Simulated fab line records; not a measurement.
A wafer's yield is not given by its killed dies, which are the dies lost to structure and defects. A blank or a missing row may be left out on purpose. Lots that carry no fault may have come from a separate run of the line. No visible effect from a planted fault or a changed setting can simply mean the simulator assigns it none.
Chamber matching || flow n5_finfet || N5_BEOL_M10_ETCH_66 on rie_diel-01 has 4 sister chambers
The step etches SOC in N2/H2, target depth 120 nm, overetch 24 nm, time 180 s. 14 wafers are shown with their chamber, then 7 later ones without.

== WAFERS, EACH WITH ITS CHAMBER ==
{"wafer": "L079.1", "chamber": 0, "drypump_motor_current_A (A)": 4.9, "throttle_valve_pct (%)": 17.86, "showerhead_plenum_p_Torr (Torr)": 2.50}
{"wafer": "L079.3", "chamber": 3, "drypump_motor_current_A (A)": 6.1, "throttle_valve_pct (%)": 17.46, "showerhead_plenum_p_Torr (Torr)": 2.46}
{"wafer": "L079.5", "chamber": 1, "drypump_motor_current_A (A)": 6.3, "throttle_valve_pct (%)": 17.47, "showerhead_plenum_p_Torr (Torr)": 2.46}
{"wafer": "L082.1", "chamber": 1, "drypump_motor_current_A (A)": 6.3, "throttle_valve_pct (%)": 17.47, "showerhead_plenum_p_Torr (Torr)": 2.46}
{"wafer": "L082.4", "chamber": 2, "drypump_motor_current_A (A)": 5.8, "throttle_valve_pct (%)": 17.74, "showerhead_plenum_p_Torr (Torr)": 2.46}
{"wafer": "L082.5", "chamber": 3, "drypump_motor_current_A (A)": 6.1, "throttle_valve_pct (%)": 17.48, "showerhead_plenum_p_Torr (Torr)": 2.45}
{"wafer": "L077.1", "chamber": 0, "drypump_motor_current_A (A)": 4.8, "throttle_valve_pct (%)": 17.85, "showerhead_plenum_p_Torr (Torr)": 2.50}
{"wafer": "L077.3", "chamber": 2, "drypump_motor_current_A (A)": 5.8, "throttle_valve_pct (%)": 17.74, "showerhead_plenum_p_Torr (Torr)": 2.46}
{"wafer": "L077.6", "chamber": 0, "drypump_motor_current_A (A)": 4.9, "throttle_valve_pct (%)": 17.85, "showerhead_plenum_p_Torr (Torr)": 2.50}
{"wafer": "L085.2", "chamber": 2, "drypump_motor_current_A (A)": 5.8, "throttle_valve_pct (%)": 17.74, "showerhead_plenum_p_Torr (Torr)": 2.45}
{"wafer": "L085.3", "chamber": 0, "drypump_motor_current_A (A)": 4.8, "throttle_valve_pct (%)": 17.88, "showerhead_plenum_p_Torr (Torr)": 2.49}
{"wafer": "L085.5", "chamber": 1, "drypump_motor_current_A (A)": 6.3, "throttle_valve_pct (%)": 17.49, "showerhead_plenum_p_Torr (Torr)": 2.46}
{"wafer": "L088.1", "chamber": 1, "drypump_motor_current_A (A)": 6.3, "throttle_valve_pct (%)": 17.50, "showerhead_plenum_p_Torr (Torr)": 2.45}
{"wafer": "L088.2", "chamber": 0, "drypump_motor_current_A (A)": 4.9, "throttle_valve_pct (%)": 17.89, "showerhead_plenum_p_Torr (Torr)": 2.49}

SIGNATURES (means of the wafers above)
{"reading": "drypump_motor_current_A", "chamber 0": 4.860, "chamber 1": 6.300, "chamber 2": 5.800, "chamber 3": 6.100, "scatter within a chamber": 0.0346}
{"reading": "throttle_valve_pct", "chamber 0": 17.8660, "chamber 1": 17.4825, "chamber 2": 17.7400, "chamber 3": 17.4700, "scatter within a chamber": 0.0148}
{"reading": "showerhead_plenum_p_Torr", "chamber 0": 2.4960, "chamber 1": 2.4575, "chamber 2": 2.4567, "chamber 3": 2.4550, "scatter within a chamber": 0.00558}
Rule: for each reading, subtract the chamber's mean from the wafer's reading, divide by that reading's scatter and square the result; add these up over the readings and take the root, which gives the wafer's distance from the chamber. The wafer belongs to the nearest chamber; if the next one is less than 2 further off, it can't be placed. The scatter: the root of (the sum of the squares of (reading less its chamber's mean) over the shown wafers, divided by (wafers less chambers)).

== WAFERS WITHOUT THEIR CHAMBER ==
{"wafer": "L088.3", "drypump_motor_current_A (A)": 5.8, "throttle_valve_pct (%)": 17.77, "showerhead_plenum_p_Torr (Torr)": 2.45}
{"wafer": "L092.2", "drypump_motor_current_A (A)": 6.3, "throttle_valve_pct (%)": 17.51, "showerhead_plenum_p_Torr (Torr)": 2.45}
{"wafer": "L092.4", "drypump_motor_current_A (A)": 6.1, "throttle_valve_pct (%)": 17.50, "showerhead_plenum_p_Torr (Torr)": 2.44}
{"wafer": "L092.6", "drypump_motor_current_A (A)": 5.8, "throttle_valve_pct (%)": 17.78, "showerhead_plenum_p_Torr (Torr)": 2.45}
{"wafer": "L097.2", "drypump_motor_current_A (A)": 5.7, "throttle_valve_pct (%)": 17.79, "showerhead_plenum_p_Torr (Torr)": 2.44}
{"wafer": "L097.3", "drypump_motor_current_A (A)": 6.3, "throttle_valve_pct (%)": 17.53, "showerhead_plenum_p_Torr (Torr)": 2.45}
{"wafer": "L097.6", "drypump_motor_current_A (A)": 6.3, "throttle_valve_pct (%)": 17.53, "showerhead_plenum_p_Torr (Torr)": 2.45}

== WHICH CHAMBER EACH ONE RAN IN ==
{"wafer": "L088.3", "from the rows above": 2, "in truth": 2}
{"wafer": "L092.2", "from the rows above": 1, "in truth": 1}
{"wafer": "L092.4", "from the rows above": 3, "in truth": 3}
{"wafer": "L092.6", "from the rows above": 2, "in truth": 2}
{"wafer": "L097.2", "from the rows above": 2, "in truth": 2}
{"wafer": "L097.3", "from the rows above": 1, "in truth": 1}
{"wafer": "L097.6", "from the rows above": 1, "in truth": 1}
Correctly placed: 7 of 7. Left unplaced by these rows: 0. 0 placed wrongly.
